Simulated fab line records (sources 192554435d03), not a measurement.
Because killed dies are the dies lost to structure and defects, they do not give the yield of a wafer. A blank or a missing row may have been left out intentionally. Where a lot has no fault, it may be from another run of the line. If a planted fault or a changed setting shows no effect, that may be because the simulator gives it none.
Which of the tools did it?	flow n5-finfet	26 wafers from 9 lots sampled at 5 of the route's 1938 steps

== WHAT THE GAUGES SHOWED, per wafer ==
N5_BEOL_M4_RC_MEAS_101. Usual: DIBL_N 37.2 mV/V, standard deviation 1.9; DIBL_P 37.3 mV/V, standard deviation 2.2; IOFF_N 0.18 nA/um, standard deviation 0.038; IOFF_P 0.22 nA/um, standard deviation 0.039; ION_N 678 uA/um, standard deviation 11; ION_P 462 uA/um, standard deviation 6.9; SS_N 71.8 mV/dec, standard deviation 0.68; SS_P 73.5 mV/dec, standard deviation 0.65; VT_N 249 mV, standard deviation 3.4; VT_P -250 mV, standard deviation 3.2.
lot	measured	on	DIBL_N (mV/V)	DIBL_P (mV/V)	IOFF_N (nA/um)	IOFF_P (nA/um)	ION_N (uA/um)	ION_P (uA/um)	SS_N (mV/dec)	SS_P (mV/dec)	VT_N (mV)	VT_P (mV)	flag
L913	day 9 01:17	prober-02	37.6 39.2 36.5	37.9 37.8 35.9	0.18 0.22 0.16	0.26 0.26 0.22	673 693 664	465 466 460	71.8 72.8 72.1	73.4 73.0 73.3	248 245 251	-248 -245 -249	
L915	day 9 17:16	prober-01	37.4 36.9 35.6	40.0 38.2 36.7	0.20 0.19 0.16	0.25 0.23 0.20	686 676 679	475 465 457	72.4 72.2 71.0	73.3 74.3 73.1	244 249 251	-247 -250 -250	
L917	day 10 02:04	prober-02	40.0 40.3	40.3 41.6	0.22 0.21	0.25 0.26	683 684	464 466	72.9 71.8	73.4 73.6	249 246	-250 -247	
L918	day 10 04:07	prober-02	35.2 36.0 37.0	37.3 38.4 39.5	0.16 0.18 0.19	0.18 0.20 0.21	677 698 702	456 470 470	71.6 71.8 71.8	73.2 73.3 73.8	249 246 246	-253 -251 -250	
L926	day 12 03:13	prober-01	34.7 35.3 36.2	36.6 37.4 38.1	0.16 0.17 0.19	0.18 0.19 0.21	681 684 682	459 458 458	71.6 71.5 71.5	73.3 73.4 73.8	251 246 251	-253 -254 -250	
L923	day 12 12:49	prober-02	35.6 37.1 35.7	36.8 37.6 36.7	0.16 0.16 0.15	0.22 0.22 0.20	680 672 670	468 462 461	70.9 71.2 71.6	74.1 74.2 73.6	248 251 254	-249 -251 -253	
L933	day 13 22:26	prober-02	35.6 33.3 37.0	36.9 32.9 37.7	0.16 0.11 0.18	0.19 0.15 0.22	669 655 678	460 453 459	71.8 71.8 72.6	73.2 73.2 73.6	251 257 248	-253 -255 -250	

== WHICH TOOL RAN EACH LOT (tool, then ch and the chambers of the sampled wafers, then the start) ==
lot	N5_BEOL_M4_ALD_98	N5_BEOL_M4_STRIP_36	N5_BEOL_M4_TRENCH_ETCH_37	N5_BEOL_M4_PRE_CLEAN_45
L913	ald-sin-01 ch 0,2,3, day 8 12:34	rie-diel-03 ch 0,1,3, day 8 20:31	rie-diel-03 ch 0,1,3, day 8 21:18 or earlier	pvd-sputter-02, day 8 21:18
L915	ald-sin-04 ch 2,3, day 9 07:59	rie-diel-04 ch 1,2,3, day 9 12:42	rie-diel-04 ch 1,2,3, day 9 13:32 or earlier	pvd-sputter-01, day 9 13:32
L917	ald-sin-01 ch 1,3, day 9 16:00	rie-diel-03 ch 0, day 9 19:47	rie-diel-03 ch 0, day 9 20:20 or earlier	pvd-sputter-02, day 9 20:20
L918	ald-sin-01 ch 0,3, day 9 21:07	rie-diel-04 ch 0,3, day 9 22:25	rie-diel-04 ch 0,3, day 9 23:03 or earlier	pvd-sputter-02, day 9 23:03
L925	ald-sin-02 ch 0,1, day 11 10:58	rie-diel-03 ch 0,2,3, day 11 13:17	rie-diel-03 ch 0,2,3, day 11 13:19	pvd-sputter-03, day 11 15:02
L924	ald-sin-02 ch 0,2,3, day 11 14:45	rie-diel-02 ch 1,2,3, day 11 18:04	rie-diel-02 ch 1,2,3, day 11 18:06	pvd-sputter-02, day 11 18:54
L926	ald-sin-04 ch 0,1, day 11 15:56	rie-diel-03 ch 2,3, day 11 22:15	rie-diel-03 ch 2,3, day 11 23:01 or earlier	pvd-sputter-02, day 11 23:01
L923	ald-sin-02 ch 1,2,3, day 12 01:14	rie-diel-02 ch 1,2,3, day 12 08:14	rie-diel-02 ch 1,2,3, day 12 08:47 or earlier	pvd-sputter-02, day 12 08:47
L933	ald-sin-04 ch 0,1,2, day 13 15:42	rie-diel-04 ch 0,1,3, day 13 17:38	rie-diel-04 ch 0,1,3, day 13 18:28 or earlier	pvd-sputter-03, day 13 18:28
- N5_BEOL_M4_ALD_98: deposits SiO2, target thk 2.5 nm, pulse time 1 s, co reactant pulse time 1 s.
- N5_BEOL_M4_STRIP_36: strips in N2/H2.
- N5_BEOL_M4_TRENCH_ETCH_37: etches SiOC in C4F6/O2, target depth 55.555 nm, time 29.2 s.
- N5_BEOL_M4_PRE_CLEAN_45: time 30 s.

== WHAT THE TOOLS THEMSELVES READ (means of the sampled wafers that have a number; where no wafer has one, the mark that the record gives instead) ==
N5_BEOL_M4_ALD_98. Usual: heater-power-w 81 W, standard deviation 13; precursor-pulse-height-rel 1.003, standard deviation 0.02.
lot	tool	heater-power-w (W)	precursor-pulse-height-rel	flag
L913	ald-sin-01	83	1.007	
L915	ald-sin-04	72	1.005	
L917	ald-sin-01	70	1.013	
L918	ald-sin-01	79	0.988	
L925	ald-sin-02	79	1.020	
L924	ald-sin-02	80	1.008	
L926	ald-sin-04	85	0.995	
L923	ald-sin-02	75	0.997	
L933	ald-sin-04	85	1.007	

N5_BEOL_M4_STRIP_36. Usual: for bias-power-w, 7.002 W with a standard deviation of 0.022; for chamber-pressure-mTorr, 20.00 mTorr with a standard deviation of 0.033; for drypump-motor-current-A, 5.9 A with a standard deviation of 0.37; for oes-product-au, 0.79 a.u. with a standard deviation of 0.087; for rf-vpp-V, 58.9 V with a standard deviation of 1.5; for showerhead-plenum-p-Torr, 2.52 Torr with a standard deviation of 0.088; for throttle-valve-pct, 23.63 % with a standard deviation of 0.24.
lot	tool	bias-power-w (W)	chamber-pressure-mTorr (mTorr)	drypump-motor-current-A (A)	oes-product-au (a.u.)	rf-vpp-V (V)	showerhead-plenum-p-Torr (Torr)	throttle-valve-pct (%)	flag
L913	rie-diel-03	7.010	19.98	6.2	0.73	59.7	2.44	23.67	
L915	rie-diel-04	6.990	20.02	5.9	0.81	57.8	2.52	23.70	
L917	rie-diel-03	6.999	20.00	6.0	0.74	57.1	2.44	23.39	
L918	rie-diel-04	7.013	20.02	5.6	0.90	59.1	2.67	23.65	
L925	rie-diel-03	-	-	-	-	-	-	-	OFF
L924	rie-diel-02	-	-	-	-	-	-	-	OFF
L926	rie-diel-03	6.960	20.00	5.8	0.72	58.6	2.44	23.76	
L923	rie-diel-02	7.026	19.97	5.8	0.75	60.5	2.57	23.68	
L933	rie-diel-04	7.002	20.02	5.7	0.82	57.6	2.57	23.58	

N5_BEOL_M4_TRENCH_ETCH_37. Usual: for chamber-pressure-mTorr, 29.997 mTorr with a standard deviation of 0.024; for drypump-motor-current-A, 5.9 A with a standard deviation of 0.37; for oes_f_703_au, 0.77 a.u. with a standard deviation of 0.082; for oes-product-au, 0.78 a.u. with a standard deviation of 0.087; for rf-vpp-V, 667 V with a standard deviation of 12; for showerhead-plenum-p-Torr, 2.83 Torr with a standard deviation of 0.095; for throttle-valve-pct, 20.83 % with a standard deviation of 0.19.
lot	tool	chamber-pressure-mTorr (mTorr)	drypump-motor-current-A (A)	oes_f_703_au (a.u.)	oes-product-au (a.u.)	rf-vpp-V (V)	showerhead-plenum-p-Torr (Torr)	throttle-valve-pct (%)	flag
L913	rie-diel-03	30.001	6.2	0.72	0.72	667	2.75	20.95	
L915	rie-diel-04	30.010	5.8	0.80	0.80	672	2.81	20.76	
L917	rie-diel-03	29.971	6.1	0.72	0.74	672	2.72	20.69	
L918	rie-diel-04	30.013	5.6	0.89	0.90	673	2.98	20.66	
L925	rie-diel-03	29.989	5.9	0.72	0.72	665	2.76	20.90	
L924	rie-diel-02	30.007	5.8	0.73	0.75	671	2.89	20.89	
L926	rie-diel-03	29.991	5.8	0.71	0.71	667	2.76	21.04	
L923	rie-diel-02	30.009	5.8	0.72	0.74	671	2.89	20.89	
L933	rie-diel-04	30.011	5.7	0.82	0.82	667	2.88	20.68	

N5_BEOL_M4_PRE_CLEAN_45. Usual: heater-power-w reads 337 W (standard deviation 42).
lot	tool	heater-power-w (W)	flag
L913	pvd-sputter-02	351	
L915	pvd-sputter-01	339	
L917	pvd-sputter-02	338	
L918	pvd-sputter-02	386	
L925	pvd-sputter-03	325	
L924	pvd-sputter-02	328	
L926	pvd-sputter-02	329	
L923	pvd-sputter-02	394	
L933	pvd-sputter-03	320	

== THE ANSWER, worked out from the rows above alone ==
Rule: a lot is off if the mean of its wafers that have a number lies more than 3 standard deviations from the usual mean. A lot without any number at a reading at which 4 lots or more have one is off too. The other lots that the step has rows for count as sound. After the gauges, taken in route order, come the tools' own readings; for these a lot's mean is taken, as printed above. The first step at which some lot is off is used, and at that step the reading that is off furthest; a lot without a number counts as furthest.
Off: L925, L924, at N5_BEOL_M4_STRIP_36 (bias-power-w). Without a number there: L925, L924.
If a tool, at that step or one of the process steps before it, ran each lot that is off and ran no sound lot following the first of them, it fits. Not one of the candidates tried fits.

== WHAT THE SIMULATOR HAD PUT IN ==
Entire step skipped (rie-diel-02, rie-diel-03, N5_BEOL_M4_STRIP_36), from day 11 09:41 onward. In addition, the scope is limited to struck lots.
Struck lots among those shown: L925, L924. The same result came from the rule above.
